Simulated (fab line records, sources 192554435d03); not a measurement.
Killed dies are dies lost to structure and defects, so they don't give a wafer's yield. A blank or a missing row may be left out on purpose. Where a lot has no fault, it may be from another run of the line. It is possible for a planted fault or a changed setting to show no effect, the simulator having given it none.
fab line records | flow n5Finfet | part 2 of 2: steps 20 to 28 of 28
record: lots: 5 wafers: 15 lastDay: 17
route steps=1938 shown MOL_CONTACT_COAG@610 BEOL_M0_SAQP@632
lots that met no fault: from a run of the same line without faults
startH: hours from the record's opening day to when the first of the lot's shown wafers began | waitH: how many hours have passed since the lot's step before this one | " repeats the value in the row above | L1.1+2: a single row standing in for several wafers | - either no value or no given start | * or withheld: withheld | < > ~ a bound
route shown NAME@n: a module of which the file shows steps, and the number in the route of the first | usual: mean and standard deviation over wafers with no fault | same: alike in all rows | chamber/n: place in a boat | sites: readings site by site | _std_site: the standard deviation of these | _edge_site: outer sites' mean less inner sites' | radiusMm: how far each site lies from the wafer's centre | mask NAME#n: copy n | behind: the last tool/chamber to shape the wafer | hold: cause of the lot's hold/its duration in hours/its outcome | device: transistor that didn't switch, given as n, p or np | end of line: tests of these same wafers at the route's end | for a step that has no rows: nothing shown but its recipe | killed: at the first sort, the dies lost to defects and structure; wafer yield is something else | map: a wafer's dies, marking killed ones x, the rest . and places with no die _
set.NAME: the setting as run; set.NAME@STEP: as run at that earlier step | model.NAME: the simulator's own value behind a step, which no gauge read
lots at some steps of the route; a table a step, a row a wafer
services: a tool's chamber out of use, with start hour (startH, from the record's first day; less than 0 if before it), hours out, and reason
== steps ==
step: N5_MOL_CONTACT_COAG_ANNEAL_112
recipe: tempC: 400 timeS: 1800 ambient: HPD2 pressureAtm: 10
usual: spikeTcUpperC: 397.8/0.96 wafer_temp_C_max: 402.9/0.6 zonePowerUpperPct: 7.54/0.077
columns lot.wafer tool chamber startH waitH spikeTcUpperC wafer_temp_C_max zonePowerUpperPct
L076.1 hpAnneal-01 0 115.28 0.0 397.4 403.4 7.51
L076.4 " 0 " " 397.8 402.6 7.55
L076.6 " 0 " " 397.4 402.4 7.58
L077.1 hpAnneal-01 0 118.64 0.0 397.7 402.6 7.42
L077.3 " 0 " " 398.2 403.6 7.68
L077.6 " 0 " " 398.8 403.2 7.44
L078.1 hpAnneal-01 0 124.75 0.0 397.3 402.1 7.72
L078.3 " 0 " " 398.1 402.4 7.62
L078.4 " 0 " " 398.0 401.7 7.37
L083.2 hpAnneal-01 0 156.93 0.0 395.9 402.0 7.48
L083.5 " 0 " " 398.9 403.4 7.51
L083.6 " 0 " " 398.9 403.2 7.53
L096.2 hpAnneal-01 0 236.46 0.0 397.4 402.9 7.57
L096.3 " 0 " " 399.4 403.0 7.50
L096.5 " 0 " " 397.1 403.8 7.59
step: N5_MOL_CONTACT_COAG_INSPECT_97
recipe: inspectInstrument: darkfield mode: postAnneal
usual: rawDefectCount: 39/14
columns lot.wafer tool chamber startH waitH rawDefectCount
L076.1 defectInspect-02 - 118.32 0.0 39
L076.4 " - " " 37
L076.6 " - " " 35
L077.1 defectInspect-02 - 121.66 0.0 28
L077.3 " - " " 40
L077.6 " - " " 50
L078.1 defectInspect-02 - 127.79 0.0 19
L078.3 " - " " 34
L078.4 " - " " 40
L083.2 defectInspect-01 - 159.98 0.1 24
L083.5 " - " " 39
L083.6 " - " " 37
L096.2 defectInspect-02 - 239.51 0.0 36
L096.3 " - " " 33
L096.5 " - " " 35
step: N5_BEOL_M0_SAQP_PECVD_00
recipe: material: SiCN targetThkA: 80 tempC: withheld precursor: 3MS/NH3 pressureTorr: 3 rfW: 202 timeS: 14
usual: showerheadPlenumPTorr: 3.667/0.011 throttleValvePct: 9.0/0.46
columns lot.wafer tool chamber startH waitH showerheadPlenumPTorr throttleValvePct
L076.1 pecvd-03 2 118.65 0.2 3.663 8.4
L076.4 " 2 " " 3.653 8.5
L076.6 " 1 " " 3.685 8.9
L077.1 pecvd-03 1 122.01 0.2 3.687 8.8
L077.3 " 0 " " 3.668 8.9
L077.6 " 2 " " 3.658 8.6
L078.1 pecvd-03 1 128.12 0.2 3.683 8.7
L078.3 " 2 " " 3.658 8.7
L078.4 " 0 " " 3.653 8.8
L083.2 pecvd-02 0 160.30 0.2 3.677 10.3
L083.5 " 1 " " 3.671 9.0
L083.6 " 2 " " 3.665 9.1
L096.2 pecvd-02 0 239.82 0.2 3.667 10.2
L096.3 " 2 " " 3.657 9.3
L096.5 " 2 " " 3.663 9.3
step: N5_BEOL_M0_SAQP_ILD_DEP_01
recipe: material: SiOC targetThkA: 454.19 tempC: 350 precursor: DEMS/O2 pressureTorr: 5 rfW: 500 timeS: 8.7
usual: heaterPowerW: 477/36 showerheadPlenumPTorr: 5.697/0.015 throttleValvePct: 11.9/0.61
columns lot.wafer tool chamber startH waitH heaterPowerW showerheadPlenumPTorr throttleValvePct
L076.1 pecvd-03 2 118.68 0.0 473 5.692 11.3
L076.4 " 2 " " 478 5.678 11.3
L076.6 " 1 " " 510 5.720 11.7
L077.1 pecvd-03 1 122.03 0.0 534 5.717 11.4
L077.3 " 0 " " 546 5.694 11.8
L077.6 " 2 " " 489 5.689 11.1
L078.1 pecvd-03 1 128.15 0.0 503 5.716 11.7
L078.3 " 2 " " 488 5.699 11.4
L078.4 " 0 " " 463 5.688 11.6
L083.2 pecvd-02 0 160.32 0.0 488 5.687 13.4
L083.5 " 1 " " 479 5.713 11.4
L083.6 " 2 " " 420 5.690 11.8
L096.2 pecvd-02 0 239.84 0.0 428 5.693 13.3
L096.3 " 2 " " 466 5.701 12.0
L096.5 " 2 " " 468 5.696 11.7
step: N5_BEOL_M0_SAQP_HM_DEP_02
recipe: material: TiN targetThkA: 120 tempC: 25 chamberPressurePa: 0.49996
usual: throttleValvePct: 30.3/0.96
columns lot.wafer tool chamber startH waitH throttleValvePct
L076.1 pvdSputter-02 - 120.01 1.3 29.8
L076.4 " - " " 32.2
L076.6 " - " " 29.8
L077.1 pvdSputter-01 - 122.81 0.8 30.0
L077.3 " - " " 31.3
L077.6 " - " " 31.1
L078.1 pvdSputter-01 - 130.43 2.3 28.6
L078.3 " - " " 31.8
L078.4 " - " " 29.9
L083.2 pvdSputter-03 - 160.75 0.4 30.8
L083.5 " - " " 30.7
L083.6 " - " " 29.1
L096.2 pvdSputter-03 - 240.40 0.5 30.7
L096.3 " - " " 31.3
L096.5 " - " " 31.0
step: N5_BEOL_M0_SAQP_PECVD_03
recipe: material: SiCN targetThkA: 120 tempC: withheld precursor: 3MS/NH3 pressureTorr: 3 rfW: 202 timeS: 21.1
usual: showerheadPlenumPTorr: 3.665/0.012 throttleValvePct: 9.0/0.44
columns lot.wafer tool chamber startH waitH showerheadPlenumPTorr throttleValvePct
L076.1 pecvd-03 2 120.14 0.1 3.659 8.6
L076.4 " 1 " " 3.686 8.8
L076.6 " 0 " " 3.675 9.2
L077.1 pecvd-04 1 122.93 0.1 3.661 8.6
L077.3 " 2 " " 3.647 9.0
L077.6 " 2 " " 3.655 9.0
L078.1 pecvd-04 2 130.55 0.1 3.648 9.0
L078.3 " 1 " " 3.648 9.0
L078.4 " 2 " " 3.651 8.8
L083.2 pecvd-03 0 160.87 0.1 3.663 9.2
L083.5 " 2 " " 3.666 8.5
L083.6 " 0 " " 3.664 9.5
L096.2 pecvd-03 1 240.52 0.1 3.686 8.9
L096.3 " 0 " " 3.659 9.3
L096.5 " 0 " " 3.661 9.0
step: N5_BEOL_M0_SAQP_PECVD_96
recipe: material: a-Si targetThkA: 450 tempC: 350 precursor: SiH4/He pressureTorr: 3 rfW: 100 timeS: 45.2
usual: heaterPowerW: 613/50 showerheadPlenumPTorr: 5.67/0.046 throttleValvePct: 18.0/0.81
columns lot.wafer tool chamber startH waitH heaterPowerW showerheadPlenumPTorr throttleValvePct
L076.1 pecvd-03 2 120.17 0.0 673 5.65 17.1
L076.4 " 1 " " 604 5.74 17.9
L076.6 " 0 " " 648 5.66 18.1
L077.1 pecvd-04 1 122.96 0.0 630 5.62 17.8
L077.3 " 2 " " 526 5.60 18.4
L077.6 " 2 " " 526 5.59 18.0
L078.1 pecvd-04 2 130.58 0.0 528 5.60 18.1
L078.3 " 1 " " 640 5.64 17.7
L078.4 " 2 " " 508 5.61 18.3
L083.2 pecvd-03 0 160.90 0.0 599 5.66 18.1
L083.5 " 2 " " 645 5.66 17.1
L083.6 " 0 " " 590 5.65 18.1
L096.2 pecvd-03 1 240.55 0.0 586 5.76 17.8
L096.3 " 0 " " 642 5.65 18.5
L096.5 " 0 " " 642 5.66 18.1
step: N5_BEOL_M0_SAQP_PECVD_97
recipe: material: SiNx targetThkA: 230 tempC: 350 precursor: SiH4/NH3/N2 pressureTorr: 1.5 rfW: 300 timeS: 19.9
usual: heaterPowerW: 544/48 showerheadPlenumPTorr: 5.14/0.062 throttleValvePct: 39.5/1.8
columns lot.wafer tool chamber startH waitH heaterPowerW showerheadPlenumPTorr throttleValvePct
L076.1 pecvd-03 2 120.22 0.0 565 5.11 37.5
L076.4 " 1 " " 572 5.25 39.3
L076.6 " 0 " " 594 5.13 39.8
L077.1 pecvd-04 1 123.01 0.0 554 5.10 38.6
L077.3 " 2 " " 482 5.05 39.7
L077.6 " 2 " " 465 5.06 40.1
L078.1 pecvd-04 2 130.63 0.0 416 5.07 40.0
L078.3 " 1 " " 574 5.10 38.6
L078.4 " 2 " " 436 5.05 39.8
L083.2 pecvd-03 0 160.94 0.0 579 5.11 39.6
L083.5 " 2 " " 520 5.12 37.4
L083.6 " 0 " " 584 5.11 39.8
L096.2 pecvd-03 1 240.60 0.0 494 5.26 39.1
L096.3 " 0 " " 590 5.13 40.1
L096.5 " 0 " " 577 5.12 40.2
step: N5_BEOL_M0_SAQP_PECVD_04
recipe: material: a-Si targetThkA: 600 tempC: 350 precursor: SiH4/He pressureTorr: 3 rfW: 100 timeS: 60.2
usual: heaterPowerW: 617/47 showerheadPlenumPTorr: 5.67/0.047 throttleValvePct: 18.0/0.8
columns lot.wafer tool chamber startH waitH heaterPowerW showerheadPlenumPTorr throttleValvePct
L076.1 pecvd-03 2 120.26 0.0 624 5.66 17.0
L076.4 " 1 " " 674 5.76 17.7
L076.6 " 0 " " 657 5.64 18.0
L077.1 pecvd-04 1 123.05 0.0 554 5.64 17.8
L077.3 " 2 " " 562 5.60 18.2
L077.6 " 2 " " 530 5.60 18.1
L078.1 pecvd-04 2 130.67 0.0 550 5.60 18.2
L078.3 " 1 " " 646 5.65 17.7
L078.4 " 2 " " 542 5.59 17.9
L083.2 pecvd-03 0 160.98 0.0 646 5.66 17.9
L083.5 " 2 " " 630 5.65 16.8
L083.6 " 0 " " 617 5.65 17.9
L096.2 pecvd-03 1 240.63 0.0 636 5.76 17.6
L096.3 " 0 " " 656 5.64 18.4
L096.5 " 0 " " 676 5.64 18.1
== services ==
columns tool chamber startH hours kind
pvdSputter-02 - 92.63 0.5 repair
cmp-04 - 93.41 7.4 repair
cvdW-01 - 97.82 6.9 pm
pvdSputter-01 - 98.12 1.5 repair
pecvd-02 1 105.49 26.6 repair
pecvd-02 2 120.62 4.6 repair
cmp-04 - 121.33 0.2 repair
pecvd-04 - 127.46 1.1 repair
rieDiel-03 1 129.58 13.2 repair
wetBench-02 - 132.77 1.5 repair
cvdW-02 - 135.70 6.0 pm
cmp-03 - 138.26 2.5 repair
pecvd-04 1 141.84 5.4 repair
pecvd-03 - 157.40 0.8 pm
wetBench-01 - 159.16 4.4 pm
pecvd-03 - 174.99 5.5 repair
pecvd-04 0 176.00 2.2 repair
cmp-03 - 176.83 0.3 repair
cmp-03 - 177.29 0.4 repair
plasmaAsher-01 - 178.73 7.2 repair
hpAnneal-01 - 190.78 2.3 repair
rieDiel-03 1 204.96 8.0 repair
rieDiel-03 0 222.41 3.9 repair
pecvd-02 - 233.00 0.7 repair
